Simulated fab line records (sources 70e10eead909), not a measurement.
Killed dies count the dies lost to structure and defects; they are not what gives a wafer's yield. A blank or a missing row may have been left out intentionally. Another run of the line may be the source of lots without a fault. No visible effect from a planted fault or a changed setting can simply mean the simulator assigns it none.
Chamber matching || flow nand harc || cmp-04 running NHARC_THIN_TSV_CMP_01: 4 sister chambers
The step polishes. 16 wafers are shown with their chamber, then 8 later ones without.

== WAFERS WITH THEIR CHAMBER ==
{"wafer": "L910.1", "chamber": 2, "motor current A (A)": 13.4}
{"wafer": "L910.3", "chamber": 3, "motor current A (A)": 9.8}
{"wafer": "L910.6", "chamber": 3, "motor current A (A)": 9.7}
{"wafer": "L912.2", "chamber": 2, "motor current A (A)": 13.6}
{"wafer": "L912.3", "chamber": 0, "motor current A (A)": 10.5}
{"wafer": "L912.5", "chamber": 1, "motor current A (A)": 11.8}
{"wafer": "L916.1", "chamber": 0, "motor current A (A)": 10.5}
{"wafer": "L916.5", "chamber": 1, "motor current A (A)": 12.2}
{"wafer": "L916.6", "chamber": 2, "motor current A (A)": 12.8}
{"wafer": "L915.1", "chamber": 3, "motor current A (A)": 9.9}
{"wafer": "L915.4", "chamber": 2, "motor current A (A)": 13.3}
{"wafer": "L915.6", "chamber": 3, "motor current A (A)": 9.5}
{"wafer": "L919.1", "chamber": 3, "motor current A (A)": 10.0}
{"wafer": "L919.2", "chamber": 1, "motor current A (A)": 12.1}
{"wafer": "L919.3", "chamber": 0, "motor current A (A)": 10.4}
{"wafer": "L922.4", "chamber": 2, "motor current A (A)": 13.9}

SIGNATURES (averages over the wafers above)
{"reading": "motor current A", "chamber 0": 10.467, "chamber 1": 12.033, "chamber 2": 13.400, "chamber 3": 9.780, "scatter within a chamber": 0.274}
Rule: for a wafer and a chamber, the distance is found by dividing, reading by reading, the gap between the wafer's reading and the chamber's mean by the reading's scatter, squaring, summing and taking the root. The wafer belongs to the nearest chamber; if the next one is less than 2 further off, it can't be placed. The scatter: the root of (the sum of the squares of (reading less its chamber's mean) over the shown wafers, divided by (wafers less chambers)).

== WAFERS WITH NO CHAMBER GIVEN ==
{"wafer": "L922.5", "motor current A (A)": 10.1}
{"wafer": "L922.6", "motor current A (A)": 12.5}
{"wafer": "L926.2", "motor current A (A)": 9.4}
{"wafer": "L926.3", "motor current A (A)": 12.2}
{"wafer": "L926.4", "motor current A (A)": 13.0}
{"wafer": "L927.3", "motor current A (A)": 12.3}
{"wafer": "L927.4", "motor current A (A)": 11.1}
{"wafer": "L927.5", "motor current A (A)": 13.9}

== CHAMBER TAKEN BY EACH ==
{"wafer": "L922.5", "from the rows above": "can't be placed: 3 or 0", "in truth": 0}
{"wafer": "L922.6", "from the rows above": "can't be placed: 1 or 2", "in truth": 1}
{"wafer": "L926.2", "from the rows above": 3, "in truth": 3}
{"wafer": "L926.3", "from the rows above": 1, "in truth": 1}
{"wafer": "L926.4", "from the rows above": 2, "in truth": 2}
{"wafer": "L927.3", "from the rows above": 1, "in truth": 1}
{"wafer": "L927.4", "from the rows above": "can't be placed: 0 or 1", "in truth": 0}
{"wafer": "L927.5", "from the rows above": 2, "in truth": 2}
Correct placement for 5 of the 8. From these rows, 3 cannot be placed; in 3 the true chamber is one of the candidates. 0 placed wrongly.
